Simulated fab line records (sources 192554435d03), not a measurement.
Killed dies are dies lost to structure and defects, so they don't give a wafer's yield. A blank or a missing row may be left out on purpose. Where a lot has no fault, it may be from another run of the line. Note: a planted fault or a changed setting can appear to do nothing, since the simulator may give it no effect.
Matching of chambers | flow n5-finfet | N5_PMOS_HMC_CHANNEL_EPI_FIN_RECESS_16 on rie-si-05: 4 sister chambers
The step chemistry HBr/Cl2, target Si, target depth 54 nm, time 18 s. 14 wafers are shown with their chamber, then 7 later ones without.

## WAFERS PAIRED WITH THEIR CHAMBERS
wafer  | chamber | throttle-valve-pct (%) | drypump-motor-current-A (A) | oes-product-au (a.u.)
L076.3 | 1       | 35.68                  | 5.8                         | 0.998
L076.5 | 1       | 35.66                  | 5.8                         | 1.010
L076.6 | 2       | 35.63                  | 5.9                         | 1.029
L080.2 | 2       | 35.61                  | 6.0                         | 1.031
L080.3 | 3       | 35.67                  | 6.0                         | 0.979
L080.6 | 2       | 35.59                  | 6.0                         | 1.032
L081.3 | 2       | 35.63                  | 6.0                         | 1.032
L081.5 | 2       | 35.62                  | 6.0                         | 1.014
L081.6 | 3       | 35.67                  | 6.0                         | 0.982
L090.1 | 3       | 35.65                  | 6.0                         | 0.984
L090.3 | 0       | 35.81                  | 6.3                         | 1.010
L090.5 | 0       | 35.82                  | 6.4                         | 1.014
L092.2 | 0       | 35.83                  | 6.5                         | 1.013
L092.3 | 2       | 35.60                  | 5.9                         | 1.024

SIGNATURES (means of the wafers above)
reading                 | chamber 0 | chamber 1 | chamber 2 | chamber 3 | scatter within a chamber
throttle-valve-pct      | 35.8200   | 35.6700   | 35.6133   | 35.6633   | 0.0141
drypump-motor-current-A | 6.400     | 5.800     | 5.967     | 6.000     | 0.0577
oes-product-au          | 1.01233   | 1.00400   | 1.02700   | 0.98167   | 0.00584
Rule: for a wafer and a chamber, the distance is found by dividing, reading by reading, the gap between the wafer's reading and the chamber's mean by the reading's scatter, squaring, summing and taking the root. The wafer belongs to the nearest chamber; if the next one is less than 2 further off, it can't be placed. The scatter is the square root of a quotient: the sum, over the shown wafers, of each reading's squared deviation from its chamber's mean, divided by wafers minus chambers.

## WAFERS MISSING THEIR CHAMBER
wafer  | throttle-valve-pct (%) | drypump-motor-current-A (A) | oes-product-au (a.u.)
L092.6 | 35.68                  | 5.7                         | 1.002
L096.1 | 35.62                  | 5.9                         | 1.034
L096.2 | 35.67                  | 5.7                         | 1.005
L096.5 | 35.83                  | 6.4                         | 1.003
L097.2 | 35.68                  | 5.8                         | 0.988
L097.3 | 35.13                  | 6.0                         | 0.981
L097.5 | 35.69                  | 5.8                         | 0.985

## WHICH CHAMBER EACH ONE RAN IN
wafer  | from the rows above     | in truth
L092.6 | 1                       | 1
L096.1 | 2                       | 2
L096.2 | 1                       | 1
L096.5 | 0                       | 0
L097.2 | can't be placed: 1 or 3 | 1
L097.3 | 2                       | 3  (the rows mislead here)
L097.5 | can't be placed: 1 or 3 | 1
4 of 7 placed correctly. From these rows, 2 cannot be placed; in 2 the true chamber is one of the candidates. Number placed wrongly: 1.
